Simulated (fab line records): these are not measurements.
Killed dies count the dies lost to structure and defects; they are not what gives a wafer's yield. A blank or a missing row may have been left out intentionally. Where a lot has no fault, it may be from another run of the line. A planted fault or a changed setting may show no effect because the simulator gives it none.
Which tool did it? || flow nand harc || 7 lots, 21 wafers sampled, at 5 steps of a route of 1302

== WHAT EACH GAUGE READ, for each wafer ==
NHARC_END_SORT_01.
{"lot": "L850", "measured": "day 32 07:26", "on": "prober-01", "killed at array": "109 115 119"}

== WHICH TOOL RAN EACH LOT (tool, then ch and the chambers of the sampled wafers, then the start) ==
{"lot": "L832", "NHARC_A_STAIRCASE_ETCH_201": "rie diel-13 ch 0,2, day 16 19:55", "NHARC_THIN_TSV_CMP_01": "cmp-03 ch 1,2,3, day 24 11:29", "NHARC_THIN_TSV_STRIP_62": "plasma asher-01 ch 0,1, day 24 15:40", "NHARC_THIN_TSV_PVD_19": "pvd sputter-02, no start"}
{"lot": "L833", "NHARC_A_STAIRCASE_ETCH_201": "rie diel-04 ch 0,1,2, day 17 03:17", "NHARC_THIN_TSV_CMP_01": "cmp-04 ch 0,2,3, day 25 03:43", "NHARC_THIN_TSV_STRIP_62": "plasma asher-02 ch 0,1, day 25 07:38", "NHARC_THIN_TSV_PVD_19": "pvd sputter-02, no start"}
{"lot": "L835", "NHARC_A_STAIRCASE_ETCH_201": "rie diel-13 ch 1,2,3, day 17 22:28", "NHARC_THIN_TSV_CMP_01": "cmp-03 ch 1,2,3, day 25 02:29", "NHARC_THIN_TSV_STRIP_62": "plasma asher-01 ch 0,1, day 25 06:25", "NHARC_THIN_TSV_PVD_19": "pvd sputter-02, no start"}
{"lot": "L838", "NHARC_A_STAIRCASE_ETCH_201": "rie diel-13 ch 0,1, day 18 16:35", "NHARC_THIN_TSV_CMP_01": "cmp-03 ch 0,1, day 26 08:31", "NHARC_THIN_TSV_STRIP_62": "plasma asher-02 ch 0,1, day 26 12:34", "NHARC_THIN_TSV_PVD_19": "pvd sputter-02, no start"}
{"lot": "L839", "NHARC_A_STAIRCASE_ETCH_201": "rie diel-13 ch 0,1, day 19 06:52", "NHARC_THIN_TSV_CMP_01": "cmp-01 ch 1,3, day 26 22:36", "NHARC_THIN_TSV_STRIP_62": "plasma asher-02 ch 0,1, day 27 02:22", "NHARC_THIN_TSV_PVD_19": "pvd sputter-03, no start"}
{"lot": "L850", "NHARC_A_STAIRCASE_ETCH_201": "rie diel-10 ch 0,1,3, day 23 18:43", "NHARC_THIN_TSV_CMP_01": "cmp-01 ch 0,1,2, day 31 15:12", "NHARC_THIN_TSV_STRIP_62": "plasma asher-02 ch 0,1, day 31 19:05", "NHARC_THIN_TSV_PVD_19": "pvd sputter-02, day 32 07:26 or earlier"}
{"lot": "L853", "NHARC_A_STAIRCASE_ETCH_201": "rie diel-13 ch 0,2,3, day 25 01:48", "NHARC_THIN_TSV_CMP_01": "cmp-04 ch 0,2,3, day 32 19:41", "NHARC_THIN_TSV_STRIP_62": "plasma asher-01 ch 0,1, day 32 23:44", "NHARC_THIN_TSV_PVD_19": "pvd sputter-02, no start"}
- NHARC_A_STAIRCASE_ETCH_201: etches the open film in C4F8/O2, target depth 100 nm, time 40.5 s.
- NHARC_THIN_TSV_CMP_01: polishes.
- NHARC_THIN_TSV_STRIP_62: strips in N2/H2, time 20 s.
- NHARC_THIN_TSV_PVD_19: deposits TaN, target thk 20 nm.

== THE ANSWER, worked out from the rows above alone ==
Rule: usual is defined by the lots themselves. Put in order of their means at a reading, lots are off if they are a third of the lots or fewer, leave a main group of 4 or more, and stand apart from it by a gap of 3 or more times the standard deviation of the main group's means; of several such gaps the widest counts. A main group is skipped when, at the precision printed for the reading in the tables above, its means are all equal. A lot without any number at a reading at which 4 lots or more have one is off too. The other lots that the step has rows for count as sound.
No lot is off at any reading shown: from this, nothing can be told.

== WHAT WAS PUT IN BY THE SIMULATOR ==
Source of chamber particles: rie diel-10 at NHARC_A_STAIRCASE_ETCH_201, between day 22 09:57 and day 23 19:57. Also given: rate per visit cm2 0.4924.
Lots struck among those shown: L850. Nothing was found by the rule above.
